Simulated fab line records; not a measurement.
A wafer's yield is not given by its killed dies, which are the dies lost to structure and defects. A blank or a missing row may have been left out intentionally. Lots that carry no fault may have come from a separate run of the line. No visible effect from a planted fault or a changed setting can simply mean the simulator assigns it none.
Which tool is to blame? + flow n5-finfet + 29 wafers from 10 lots sampled at 6 of the route's 1938 steps

## WHAT THE GAUGES READ, wafer by wafer
N5_BEOL_M4_RC_MEAS_101. Usual: DIBL_N 37.1 mV/V, standard deviation 1.9; DIBL_P 37.2 mV/V, standard deviation 2.3; IOFF_N 0.18 nA/um, standard deviation 0.04; IOFF_P 0.23 nA/um, standard deviation 0.044; ION_N 682 uA/um, standard deviation 11; ION_P 468 uA/um, standard deviation 8.6; SS_N 71.9 mV/dec, standard deviation 0.68; SS_P 73.5 mV/dec, standard deviation 0.74; VT_N 248 mV, standard deviation 3.4; VT_P -248 mV, standard deviation 3.4.
| lot  | measured     | on        | DIBL_N (mV/V)  | DIBL_P (mV/V)  | IOFF_N (nA/um) | IOFF_P (nA/um) | ION_N (uA/um) | ION_P (uA/um) | SS_N (mV/dec)  | SS_P (mV/dec)  | VT_N (mV)   | VT_P (mV)      | flag |
|------|--------------|-----------|----------------|----------------|----------------|----------------|---------------|---------------|----------------|----------------|-------------|----------------|------|
| L834 | day 8 02:03  | prober-01 | 38.1 35.5 38.4 | 37.9 34.4 37.7 | 0.19 0.13 0.19 | 0.25 0.20 0.25 | 676 668 679   | 471 460 465   | 71.6 71.4 72.1 | 73.4 72.3 73.3 | 248 254 250 | -247 -250 -248 |      |
| L838 | day 8 22:40  | prober-01 | 36.9 37.0 34.1 | 36.5 37.8 34.2 | 0.16 0.17 0.12 | 0.24 0.28 0.20 | 675 681 673   | 468 473 469   | 72.0 72.5 70.9 | 73.9 74.3 72.2 | 249 250 253 | -244 -245 -248 |      |
| L841 | day 9 06:25  | prober-02 | 32.9 35.6 34.9 | 33.4 35.8 34.8 | 0.11 0.16 0.15 | 0.16 0.19 0.17 | 660 679 670   | 455 461 460   | 70.7 71.8 72.0 | 72.0 72.5 72.5 | 254 248 249 | -254 -252 -254 |      |
| L846 | day 11 07:41 | prober-01 | 39.4 37.2 39.0 | 41.0 37.9 41.0 | 0.24 0.19 0.24 | 0.35 0.27 0.34 | 692 693 710   | 477 473 485   | 72.1 71.9 73.3 | 74.1 74.3 74.0 | 243 245 242 | -243 -247 -242 |      |
| L850 | day 11 21:11 | prober-01 | 40.2 37.6 39.0 | 42.0 39.5 39.6 | 0.26 0.20 0.22 | 0.30 0.26 0.25 | 697 687 681   | 471 465 455   | 73.5 72.0 72.6 | 74.6 74.1 74.0 | 244 246 246 | -245 -248 -247 |      |
| L853 | day 12 12:13 | prober-01 | 38.6 36.9 37.8 | 37.4 35.7 35.7 | 0.22 0.17 0.19 | 0.22 0.18 0.19 | 684 666 670   | 457 444 452   | 73.4 73.2 73.0 | 73.9 73.4 73.2 | 246 250 251 | -252 -256 -253 |      |
| L852 | day 12 16:45 | prober-01 | 38.3 40.2 40.9 | 37.5 38.8 40.6 | 0.19 0.24 0.25 | 0.26 0.30 0.33 | 698 688 693   | 484 465 476   | 71.2 72.5 72.6 | 74.0 74.3 73.9 | 245 244 244 | -244 -245 -244 |      |
| L856 | day 13 06:49 | prober-01 | 36.3 32.8      | 37.3 33.6      | 0.19 0.13      | 0.26 0.20      | 689 652       | 471 457       | 72.2 71.2      | 73.4 71.7      | 246 253     | -245 -250      |      |
| L855 | day 13 07:31 | prober-02 | 35.7 40.3 36.5 | 36.0 39.2 36.0 | 0.16 0.23 0.16 | 0.20 0.24 0.20 | 685 684 685   | 469 461 468   | 70.9 72.7 71.6 | 73.0 74.4 73.3 | 248 245 249 | -250 -252 -253 |      |
| L857 | day 13 09:58 | prober-02 | 36.4 36.8 37.0 | 36.7 36.7 37.2 | 0.17 0.17 0.18 | 0.21 0.22 0.23 | 672 671 675   | 459 454 460   | 71.2 72.2 71.9 | 73.0 73.5 73.8 | 248 248 247 | -252 -250 -250 |      |

N5_BEOL_M9_CD_MEAS_18: pitch 140 nm, target cd 70 nm. Usual: 69.8 nm for cd-nm, sd 0.77.
| lot  | measured     | on        | cd-nm (nm)     | flag |
|------|--------------|-----------|----------------|------|
| L834 | day 10 00:01 | cd-sem-03 | 69.4 70.7 69.0 |      |
| L838 | day 10 11:28 | cd-sem-01 | 67.9 68.7 70.3 |      |
| L841 | day 10 23:55 | cd-sem-01 | 68.9 68.3 69.1 |      |
| L846 | day 13 01:32 | cd-sem-01 | 70.5 70.2 70.2 |      |
| L850 | day 13 17:36 | cd-sem-01 | 70.8 70.1 71.2 |      |
| L853 | day 14 05:33 | cd-sem-01 | 68.8 69.8 70.3 |      |
| L852 | day 14 12:07 | cd-sem-03 | 70.8 70.2 70.5 |      |
| L856 | day 15 00:13 | cd-sem-02 | 70.3 71.1      |      |
| L855 | day 14 20:38 | cd-sem-03 | 69.2 70.0 69.0 |      |
| L857 | day 15 05:00 | cd-sem-01 | 68.2 70.1 68.0 |      |

N5_BEOL_M9_OCD_MEAS_38. Usual: 150.8 nm for trench-depth-nm, sd 2.3.
| lot  | measured     | on     | trench-depth-nm (nm) | flag |
|------|--------------|--------|----------------------|------|
| L834 | day 10 02:47 | ocd-02 | 150.8 149.7 148.5    |      |
| L838 | day 10 12:22 | ocd-02 | 150.4 148.6 151.0    |      |
| L841 | day 11 01:25 | ocd-02 | 151.6 155.4 154.6    |      |
| L846 | day 13 05:32 | ocd-02 | 153.6 153.5 153.9    |      |
| L850 | day 13 21:17 | ocd-02 | 0.3 0 0              | OFF  |
| L853 | day 14 06:41 | ocd-02 | 0 0.4 0              | OFF  |
| L852 | day 14 13:13 | ocd-01 | 0.5 0.4 0            | OFF  |
| L856 | day 15 01:10 | ocd-01 | 147.9 150.7          |      |
| L855 | day 14 22:13 | ocd-02 | 151.8 152.8 151.8    |      |
| L857 | day 15 08:37 | ocd-02 | 150.5 153.0 151.1    |      |

N5_BEOL_M9_CD_MEAS_35: target cd 70 nm, target cd y 40 nm. Usual: 69.8 nm for cd-nm, sd 0.74.
| lot  | measured     | on        | cd-nm (nm)     | flag |
|------|--------------|-----------|----------------|------|
| L834 | day 10 02:56 | cd-sem-03 | 69.4 70.6 69.0 |      |
| L838 | day 10 12:32 | cd-sem-02 | 68.1 68.8 70.3 |      |
| L841 | day 11 01:34 | cd-sem-01 | 69.4 68.6 68.8 |      |
| L846 | day 13 05:41 | cd-sem-01 | 70.1 70.2 70.2 |      |
| L850 | day 13 21:32 | cd-sem-01 | 70.8 70.2 71.3 |      |
| L853 | day 14 06:50 | cd-sem-01 | 69.3 70.1 70.5 |      |
| L852 | day 14 13:23 | cd-sem-02 | 70.4 69.7 71.0 |      |
| L856 | day 15 01:19 | cd-sem-01 | 70.4 71.2      |      |
| L855 | day 14 22:22 | cd-sem-01 | 69.5 69.9 69.1 |      |
| L857 | day 15 08:47 | cd-sem-02 | 68.5 69.8 67.8 |      |

## EACH LOT AND THE TOOL THAT RAN IT (in order: tool; ch and the chambers of the sampled wafers; start)
| lot  | N5_BEOL_M9_HM_OPEN_17             | N5_BEOL_M9_TRENCH_ETCH_37          |
|------|-----------------------------------|------------------------------------|
| L834 | rie-metal-03 ch 0,1, day 9 23:48  | rie-diel-06 ch 1,2,3, day 10 02:37 |
| L838 | rie-metal-02 ch 0, day 10 11:13   | rie-diel-04 ch 0,1,2, day 10 12:12 |
| L841 | rie-metal-01 ch 0, day 10 23:35   | rie-diel-02 ch 0,1, day 11 01:14   |
| L846 | rie-metal-01 ch 0,1, day 13 01:22 | rie-diel-02 ch 0,1,3, day 13 05:22 |
| L850 | rie-metal-01 ch 0,1, day 13 17:18 | rie-diel-02 ch 0,1, day 13 21:07   |
| L853 | rie-metal-02 ch 0,1, day 14 05:22 | rie-diel-04 ch 0,3, day 14 06:31   |
| L852 | rie-metal-03 ch 0,1, day 14 11:56 | rie-diel-02 ch 2,3, day 14 13:03   |
| L856 | rie-metal-01 ch 0, day 14 23:56   | rie-diel-02 ch 2,3, day 15 00:59   |
| L855 | rie-metal-03 ch 0,1, day 14 20:17 | rie-diel-04 ch 0,2, day 14 22:03   |
| L857 | rie-metal-03 ch 0,1, day 15 04:49 | rie-diel-02 ch 1,3, day 15 08:26   |
- N5_BEOL_M9_HM_OPEN_17: chemistry Cl2/BCl3, target TiN, target depth 20 nm, overetch 6 nm.
- N5_BEOL_M9_TRENCH_ETCH_37: etches SiCOH lowk in C4F6/O2, target depth 151.43 nm, time 49 s.

## AS READ BY THE TOOLS THEMSELVES (means over the sampled wafers that have a number; for cases with no such wafer, the mark the record gives instead)
N5_BEOL_M9_HM_OPEN_17. Usual: drypump-motor-current-A 6.0 A, standard deviation 0.42; oes-product-au 0.67 a.u., standard deviation 0.079; throttle-valve-pct 22.14 %, standard deviation 0.25.
| lot  | tool         | drypump-motor-current-A (A) | oes-product-au (a.u.) | throttle-valve-pct (%) | flag |
|------|--------------|-----------------------------|-----------------------|------------------------|------|
| L834 | rie-metal-03 | 5.8                         | 0.69                  | 21.95                  |      |
| L838 | rie-metal-02 | 6.0                         | 0.65                  | 22.15                  |      |
| L841 | rie-metal-01 | 6.4                         | 0.64                  | 22.08                  |      |
| L846 | rie-metal-01 | 6.4                         | 0.67                  | 22.17                  |      |
| L850 | rie-metal-01 | 6.4                         | 0.72                  | 22.21                  |      |
| L853 | rie-metal-02 | 5.4                         | 0.72                  | 22.18                  |      |
| L852 | rie-metal-03 | 5.7                         | 0.62                  | 22.20                  |      |
| L856 | rie-metal-01 | 6.4                         | 0.61                  | 22.11                  |      |
| L855 | rie-metal-03 | 5.8                         | 0.67                  | 21.96                  |      |
| L857 | rie-metal-03 | 5.7                         | 0.67                  | 21.97                  |      |

N5_BEOL_M9_TRENCH_ETCH_37. Usual: C4F6_flow_sccm 10.00 sccm, standard deviation 0.031; O2_flow_sccm 10.01 sccm, standard deviation 0.03; drypump-motor-current-A 5.8 A, standard deviation 0.42; oes-product-au 0.79 a.u., standard deviation 0.058; rf-vpp-V 662 V, standard deviation 8.7; showerhead-plenum-p-Torr 2.87 Torr, standard deviation 0.11; throttle-valve-pct 20.90 %, standard deviation 0.28.
| lot  | tool        | C4F6_flow_sccm (sccm) | O2_flow_sccm (sccm) | drypump-motor-current-A (A) | oes-product-au (a.u.) | rf-vpp-V (V) | showerhead-plenum-p-Torr (Torr) | throttle-valve-pct (%) | flag |
|------|-------------|-----------------------|---------------------|-----------------------------|-----------------------|--------------|---------------------------------|------------------------|------|
| L834 | rie-diel-06 | 10.01                 | 10.02               | 5.9                         | 0.80                  | 667          | 2.90                            | 20.69                  |      |
| L838 | rie-diel-04 | 10.03                 | 9.99                | 5.5                         | 0.80                  | 667          | 2.78                            | 20.85                  |      |
| L841 | rie-diel-02 | 9.97                  | 10.02               | 5.3                         | 0.78                  | 664          | 2.99                            | 21.10                  |      |
| L846 | rie-diel-02 | 10.01                 | 10.03               | 5.5                         | 0.79                  | 661          | 2.99                            | 20.87                  |      |
| L850 | rie-diel-02 | -                     | -                   | -                           | -                     | -            | -                               | -                      | OFF  |
| L853 | rie-diel-04 | -                     | -                   | -                           | -                     | -            | -                               | -                      | OFF  |
| L852 | rie-diel-02 | -                     | -                   | -                           | -                     | -            | -                               | -                      | OFF  |
| L856 | rie-diel-02 | 10.02                 | 10.02               | 6.2                         | 0.76                  | 658          | 2.86                            | 20.92                  |      |
| L855 | rie-diel-04 | 10.02                 | 9.99                | 5.5                         | 0.82                  | 665          | 2.74                            | 20.73                  |      |
| L857 | rie-diel-02 | 9.99                  | 10.01               | 5.7                         | 0.81                  | 656          | 2.99                            | 20.65                  |      |

## THE ANSWER, worked out from the rows above alone
Rule: a lot is off if the mean of its wafers that have a number lies more than 3 standard deviations from the usual mean. A lot without any number at a reading at which 4 lots or more have one is off too. The other lots that the step has rows for count as sound. First the gauges in route order, then the tools' own readings, where a lot's mean is used as printed above. The first step at which some lot is off is used, and at that step the reading that is off furthest; a lot without a number counts as furthest.
Off at N5_BEOL_M9_OCD_MEAS_38 (trench-depth-nm): L850, L853, L852.
A tool fits if, at a process step before that reading, it ran every lot that is off, and no sound lot after the first of them. Not tried: the gauges at N5_BEOL_M9_OCD_MEAS_38; whatever is off there is also off at N5_BEOL_M9_TRENCH_ETCH_37, on other tools, and gauge error can't account for it. Of those tried, none fits.

## WHAT HAD BEEN PUT IN BY THE SIMULATOR
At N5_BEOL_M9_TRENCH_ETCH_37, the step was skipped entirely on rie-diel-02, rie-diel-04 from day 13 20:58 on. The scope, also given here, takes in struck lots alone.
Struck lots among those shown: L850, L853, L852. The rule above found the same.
